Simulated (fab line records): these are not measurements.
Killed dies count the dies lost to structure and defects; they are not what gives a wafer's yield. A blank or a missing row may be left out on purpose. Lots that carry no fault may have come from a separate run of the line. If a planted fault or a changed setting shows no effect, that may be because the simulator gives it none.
Which of the tools did it? + flow n5-finfet + 24 lots, 72 wafers sampled, at 5 steps of a route of 1938

== WHAT THE GAUGES READ, wafer by wafer ==
N5_SD_EPI_P_OVL_MEAS_10. Usual: SD_P_BLK_OVL gives -0.1 nm (standard deviation 0.67).
| lot  | measured    | on         | SD_P_BLK_OVL (nm) | flag |
|------|-------------|------------|-------------------|------|
| L074 | day 3 06:52 | overlay-01 | -0.7 -0.8 0.2     |      |
| L075 | day 3 14:20 | overlay-02 | 0.5 0.6 0.3       |      |
| L076 | day 4 01:46 | overlay-01 | -0.2 -0.5 -1.5    |      |
| L077 | day 4 05:58 | overlay-02 | -0.4 -0.4 -1.0    |      |
| L078 | day 4 09:40 | overlay-01 | -0.6 -0.4 0.2     |      |
| L079 | day 4 13:41 | overlay-01 | 0.1 -0.6 0.0      |      |
| L080 | day 4 19:16 | overlay-02 | -1.0 -0.9 -0.3    |      |
| L081 | day 5 01:28 | overlay-02 | 0.1 -0.1 -0.3     |      |
| L082 | day 5 04:01 | overlay-02 | 1.7 0.8 0.2       |      |
| L083 | day 5 13:35 | overlay-02 | -0.3 0.4 0.1      |      |
| L084 | day 5 20:32 | overlay-02 | 0.4 0.6 0.1       |      |
| L085 | day 6 03:06 | overlay-02 | 0.3 0.7 0.3       |      |
| L086 | day 6 08:28 | overlay-01 | -1.1 0.0 0.6      |      |
| L087 | day 6 11:38 | overlay-02 | -0.7 0.3 -0.2     |      |
| L088 | day 6 18:28 | overlay-02 | 0.7 0.1 -0.2      |      |
| L089 | day 7 00:06 | overlay-01 | -1.6 -0.9 -1.8    |      |
| L090 | day 7 06:08 | overlay-01 | -1.0 -0.6 -0.8    |      |
| L091 | day 7 12:15 | overlay-01 | -0.3 -0.1 -0.1    |      |
| L092 | day 7 18:45 | overlay-02 | -0.6 -1.3 -0.1    |      |
| L093 | day 7 23:05 | overlay-02 | 0.9 0.6 0.3       |      |
| L094 | day 8 08:35 | overlay-01 | -0.9 -0.7 0.0     |      |
| L095 | day 8 11:49 | overlay-02 | 0.2 -1.4 -0.4     |      |
| L096 | day 8 19:08 | overlay-01 | -0.2 0.9 0.3      |      |
| L097 | day 9 01:55 | overlay-01 | 0.9 1.0 0.1       |      |

N5_SD_EPI_P_EPI_MEAS_23. Usual: thk-nm reads 60.9 nm (standard deviation 1.3).
| lot  | measured    | on            | thk-nm (nm)    | flag |
|------|-------------|---------------|----------------|------|
| L074 | day 3 10:46 | film-metro-02 | 61.1 60.0 60.5 |      |
| L075 | day 3 17:57 | film-metro-02 | 60.4 62.1 61.0 |      |
| L076 | day 4 06:13 | film-metro-02 | 61.1 62.7 62.6 |      |
| L077 | day 4 10:25 | film-metro-01 | 61.2 61.3 59.9 |      |
| L078 | day 4 13:18 | film-metro-01 | 61.3 61.3 58.0 |      |
| L079 | day 4 18:28 | film-metro-02 | 62.7 59.5 59.7 |      |
| L080 | day 4 22:52 | film-metro-01 | 58.8 58.9 58.5 |      |
| L081 | day 5 05:18 | film-metro-01 | 62.7 61.3 60.0 |      |
| L082 | day 5 09:36 | film-metro-01 | 61.4 59.9 60.0 |      |
| L083 | day 5 17:11 | film-metro-01 | 61.4 59.3 57.9 |      |
| L084 | day 6 00:34 | film-metro-01 | 61.8 61.6 61.6 |      |
| L085 | day 6 06:42 | film-metro-02 | 62.4 62.3 61.9 |      |
| L086 | day 6 12:55 | film-metro-02 | 62.1 62.8 63.0 |      |
| L087 | day 6 16:17 | film-metro-02 | 63.2 61.5 64.7 |      |
| L088 | day 6 22:04 | film-metro-01 | 60.5 59.8 60.4 |      |
| L089 | day 7 03:47 | film-metro-02 | 62.1 63.1 63.2 |      |
| L090 | day 7 09:44 | film-metro-01 | 59.4 60.8 61.8 |      |
| L091 | day 7 16:04 | film-metro-02 | 62.6 59.7 62.2 |      |
| L092 | day 7 22:26 | film-metro-01 | 62.0 61.7 61.9 |      |
| L093 | day 8 02:41 | film-metro-01 | 60.6 59.8 59.6 |      |
| L094 | day 8 13:01 | film-metro-02 | 60.1 59.7 60.2 |      |
| L095 | day 8 15:35 | film-metro-01 | 61.8 60.7 58.2 |      |
| L096 | day 8 22:53 | film-metro-02 | 59.5 57.4 58.2 |      |
| L097 | day 9 06:52 | film-metro-01 | 61.3 61.3 60.3 |      |

N5_ILD0_THK_MEAS_08. Usual: thk-nm reads 138.2 nm (standard deviation 1.5).
| lot  | measured    | on            | thk-nm (nm)       | flag |
|------|-------------|---------------|-------------------|------|
| L074 | day 3 15:16 | film-metro-02 | 138.0 138.4 137.8 |      |
| L075 | day 3 21:53 | film-metro-01 | 137.8 138.0 135.1 |      |
| L076 | day 4 10:10 | film-metro-01 | 135.0 137.8 134.2 |      |
| L077 | day 4 14:55 | film-metro-01 | 139.0 137.4 136.0 |      |
| L078 | day 4 17:22 | film-metro-01 | 137.8 137.9 137.5 |      |
| L079 | day 4 23:29 | film-metro-02 | 139.2 139.3 137.8 |      |
| L080 | day 5 02:49 | film-metro-02 | 136.8 139.4 138.2 |      |
| L081 | day 5 09:37 | film-metro-02 | 135.7 138.5 136.6 |      |
| L082 | day 5 13:58 | film-metro-02 | 139.4 138.4 138.5 |      |
| L083 | day 5 21:08 | film-metro-01 | 139.5 138.7 139.2 |      |
| L084 | day 6 05:22 | film-metro-01 | 137.6 137.1 137.6 |      |
| L085 | day 6 10:40 | film-metro-01 | 135.8 139.0 140.8 |      |
| L086 | day 6 16:56 | film-metro-02 | 139.6 139.3 138.1 |      |
| L087 | day 6 21:10 | film-metro-01 | 140.8 138.7 139.3 |      |
| L088 | day 7 02:01 | film-metro-02 | 139.0 137.9 138.3 |      |
| L089 | day 7 07:59 | film-metro-02 | 138.8 137.4 139.8 |      |
| L090 | day 7 13:52 | film-metro-01 | 137.1 138.3 137.9 |      |
| L091 | day 7 20:18 | film-metro-01 | 139.0 138.9 139.8 |      |
| L092 | day 8 02:24 | film-metro-02 | 141.5 137.3 138.3 |      |
| L093 | day 8 07:08 | film-metro-02 | 139.9 138.5 135.2 |      |
| L094 | day 8 17:04 | film-metro-01 | 138.9 137.1 139.9 |      |
| L095 | day 8 19:33 | film-metro-02 | 139.6 137.6 137.9 |      |
| L096 | day 9 03:13 | film-metro-02 | 136.9 139.4 135.8 |      |
| L097 | day 9 11:15 | film-metro-01 | 137.7 140.8 137.5 |      |

== TOOL THAT RAN EACH LOT (tool first, then ch and the chambers of the sampled wafers, then the start) ==
| lot  | N5_DUMMY_GATE_ETCH_37             | N5_ILD0_CMP_07               |
|------|-----------------------------------|------------------------------|
| L074 | rie-diel-01 ch 0,1,2, day 2 23:13 | cmp-03 ch 0,1,2, day 3 15:01 |
| L075 | rie-diel-05 ch 0,1, day 3 06:58   | cmp-04 ch 0,1,2, day 3 21:38 |
| L076 | rie-diel-05 ch 0,1,2, day 3 19:17 | cmp-04 ch 1,2, day 4 09:55   |
| L077 | rie-diel-01 ch 2,3, day 3 23:19   | cmp-04 ch 0,2,3, day 4 14:40 |
| L078 | rie-diel-03 ch 1,2, day 4 03:15   | cmp-01 ch 0,2, day 4 17:04   |
| L079 | rie-diel-01 ch 0,3, day 4 06:19   | cmp-01 ch 1,2, day 4 23:14   |
| L080 | rie-diel-03 ch 0,2,3, day 4 11:02 | cmp-01 ch 0,1, day 5 02:31   |
| L081 | rie-diel-05 ch 0,1,2, day 4 16:50 | cmp-04 ch 0,1,3, day 5 09:19 |
| L082 | rie-diel-05 ch 0,2,3, day 4 21:40 | cmp-01 ch 0,1,3, day 5 13:42 |
| L083 | rie-diel-03 ch 0,3, day 5 06:55   | cmp-03 ch 1,2,3, day 5 20:55 |
| L084 | rie-diel-05 ch 0,2,3, day 5 13:18 | cmp-04 ch 1,3, day 6 05:07   |
| L085 | rie-diel-01 ch 0,1,3, day 5 19:00 | cmp-03 ch 0,3, day 6 10:25   |
| L086 | rie-diel-01 ch 1,3, day 6 00:24   | cmp-03 ch 2,3, day 6 16:41   |
| L087 | rie-diel-01 ch 0,1,3, day 6 04:01 | cmp-03 ch 1,2,3, day 6 20:56 |
| L088 | rie-diel-03 ch 0,1, day 6 11:32   | cmp-01 ch 0,2,3, day 7 01:47 |
| L089 | rie-diel-05 ch 0,3, day 6 16:55   | cmp-03 ch 1,2, day 7 07:41   |
| L090 | rie-diel-05 ch 1,3, day 6 23:25   | cmp-04 ch 1,3, day 7 13:36   |
| L091 | rie-diel-05 ch 1,2,3, day 7 04:58 | cmp-01 ch 0,1,2, day 7 20:05 |
| L092 | rie-diel-01 ch 0,2, day 7 12:08   | cmp-04 ch 1,2,3, day 8 02:11 |
| L093 | rie-diel-05 ch 0,2, day 7 16:11   | cmp-04 ch 1,2, day 8 06:52   |
| L094 | rie-diel-05 ch 0,1, day 8 01:22   | cmp-03 ch 1,2, day 8 16:46   |
| L095 | rie-diel-05 ch 0,1,2, day 8 04:22 | cmp-04 ch 0,1,2, day 8 19:20 |
| L096 | rie-diel-05 ch 2,3, day 8 11:32   | cmp-04 ch 0,1,3, day 9 03:02 |
| L097 | rie-diel-03 ch 0,2,3, day 8 19:10 | cmp-04 ch 1,2,3, day 9 10:58 |
- N5_DUMMY_GATE_ETCH_37: etches SOC in N2/H2, target depth 60 nm, overetch 30 nm.
- N5_ILD0_CMP_07: polishes SiO2 flowable, stops on poly-Si, t overpolish 1.18 s, target thk 138.88 nm.

== AS READ BY THE TOOLS THEMSELVES (means over the sampled wafers that have a number; for cases with no such wafer, the mark the record gives instead) ==
N5_DUMMY_GATE_ETCH_37. Usual: bias-w 150.0 W, standard deviation 0.4; drypump-motor-current-A 5.7 A, standard deviation 0.46; oes-product-au 0.63 a.u., standard deviation 0.076; rf-vpp-V 523.9 V, standard deviation 2.3; showerhead-plenum-p-Torr 2.54 Torr, standard deviation 0.077; throttle-valve-pct 17.72 %, standard deviation 0.23.
| lot  | tool        | bias-w (W) | drypump-motor-current-A (A) | oes-product-au (a.u.) | rf-vpp-V (V) | showerhead-plenum-p-Torr (Torr) | throttle-valve-pct (%) | flag |
|------|-------------|------------|-----------------------------|-----------------------|--------------|---------------------------------|------------------------|------|
| L074 | rie-diel-01 | 150.1      | 5.4                         | 0.54                  | 523.0        | 2.49                            | 17.78                  |      |
| L075 | rie-diel-05 | 150.3      | 5.4                         | 0.58                  | 522.9        | 2.51                            | 17.74                  |      |
| L076 | rie-diel-05 | 150.1      | 5.3                         | 0.61                  | 522.5        | 2.51                            | 17.69                  |      |
| L077 | rie-diel-01 | 150.1      | 5.5                         | 0.61                  | 524.7        | 2.50                            | 17.60                  |      |
| L078 | rie-diel-03 | 149.8      | 6.1                         | 0.64                  | 524.5        | 2.57                            | 17.60                  |      |
| L079 | rie-diel-01 | 149.9      | 5.9                         | 0.67                  | 524.5        | 2.55                            | 17.74                  |      |
| L080 | rie-diel-03 | 149.8      | 6.1                         | 0.70                  | 526.5        | 2.63                            | 17.69                  |      |
| L081 | rie-diel-05 | 149.9      | 5.4                         | 0.61                  | 522.1        | 2.51                            | 17.70                  |      |
| L082 | rie-diel-05 | 150.1      | 5.3                         | 0.62                  | 523.3        | 2.52                            | 17.87                  |      |
| L083 | rie-diel-03 | 149.6      | 6.4                         | 0.73                  | 526.5        | 2.67                            | 17.70                  |      |
| L084 | rie-diel-05 | 150.1      | 5.4                         | 0.62                  | 522.8        | 2.52                            | 17.88                  |      |
| L085 | rie-diel-01 | 149.9      | 5.6                         | 0.74                  | 522.6        | 2.52                            | 17.44                  |      |
| L086 | rie-diel-01 | 150.3      | 5.6                         | 0.72                  | 523.0        | 2.52                            | 17.34                  |      |
| L087 | rie-diel-01 | 149.9      | 5.7                         | 0.73                  | 523.7        | 2.52                            | 17.45                  |      |
| L088 | rie-diel-03 | 150.4      | 6.2                         | 0.66                  | 524.9        | 2.57                            | 17.89                  |      |
| L089 | rie-diel-05 | 149.9      | 5.3                         | 0.58                  | 523.3        | 2.51                            | 17.95                  |      |
| L090 | rie-diel-05 | 150.1      | 5.9                         | 0.55                  | 526.1        | 2.61                            | 17.80                  |      |
| L091 | rie-diel-05 | 150.3      | 5.6                         | 0.60                  | 524.6        | 2.57                            | 17.81                  |      |
| L092 | rie-diel-01 | 150.2      | 5.4                         | 0.73                  | 522.5        | 2.47                            | 17.41                  |      |
| L093 | rie-diel-05 | 150.6      | 5.1                         | 0.64                  | 521.9        | 2.45                            | 17.75                  |      |
| L094 | rie-diel-05 | 150.3      | 5.4                         | 0.56                  | 521.8        | 2.49                            | 17.80                  |      |
| L095 | rie-diel-05 | 150.1      | 5.4                         | 0.59                  | 521.7        | 2.50                            | 17.74                  |      |
| L096 | rie-diel-05 | 149.3      | 5.5                         | 0.61                  | 524.4        | 2.57                            | 17.99                  |      |
| L097 | rie-diel-03 | 149.9      | 6.1                         | 0.66                  | 526.5        | 2.62                            | 17.74                  |      |

N5_ILD0_CMP_07. Usual: motor-current-A 12.2 A, standard deviation 1.5; retaining-ring-pressure-frac 1.000, standard deviation 0.0054.
| lot  | tool   | motor-current-A (A) | retaining-ring-pressure-frac | flag |
|------|--------|---------------------|------------------------------|------|
| L074 | cmp-03 | 12.5                | 0.995                        |      |
| L075 | cmp-04 | 12.1                | 1.000                        |      |
| L076 | cmp-04 | 13.1                | 1.001                        |      |
| L077 | cmp-04 | 11.9                | 0.998                        |      |
| L078 | cmp-01 | 11.8                | 0.998                        |      |
| L079 | cmp-01 | 10.6                | 0.997                        |      |
| L080 | cmp-01 | 12.4                | 1.001                        |      |
| L081 | cmp-04 | 11.9                | 1.000                        |      |
| L082 | cmp-01 | 12.4                | 1.002                        |      |
| L083 | cmp-03 | 12.6                | 1.002                        |      |
| L084 | cmp-04 | 13.1                | 1.005                        |      |
| L085 | cmp-03 | 12.9                | 1.001                        |      |
| L086 | cmp-03 | 14.0                | 1.007                        |      |
| L087 | cmp-03 | 12.4                | 0.998                        |      |
| L088 | cmp-01 | 11.4                | 1.002                        |      |
| L089 | cmp-03 | 13.3                | 1.000                        |      |
| L090 | cmp-04 | 13.4                | 0.997                        |      |
| L091 | cmp-01 | 11.6                | 1.003                        |      |
| L092 | cmp-04 | 12.6                | 0.996                        |      |
| L093 | cmp-04 | 13.5                | 0.999                        |      |
| L094 | cmp-03 | 13.2                | 0.995                        |      |
| L095 | cmp-04 | 12.4                | 1.000                        |      |
| L096 | cmp-04 | 11.9                | 1.001                        |      |
| L097 | cmp-04 | 13.1                | 1.000                        |      |

== THE ANSWER, worked out from the rows above alone ==
Rule: lot off if the mean of its wafers having a number is beyond 3 standard deviations from the usual mean. Also off: a lot with no number at a reading for which 4 or more lots have one. All remaining lots with rows at the step are treated as sound. The gauges are gone through in route order, then the tools' own readings, and for those a lot's mean is taken as printed above. At the first step where some lot is off, the reading lying furthest off is the one used; lots without a number count as furthest.
Across all readings shown, no lot is off: no conclusion can be drawn from this.

== WHAT HAD BEEN PUT IN BY THE SIMULATOR ==
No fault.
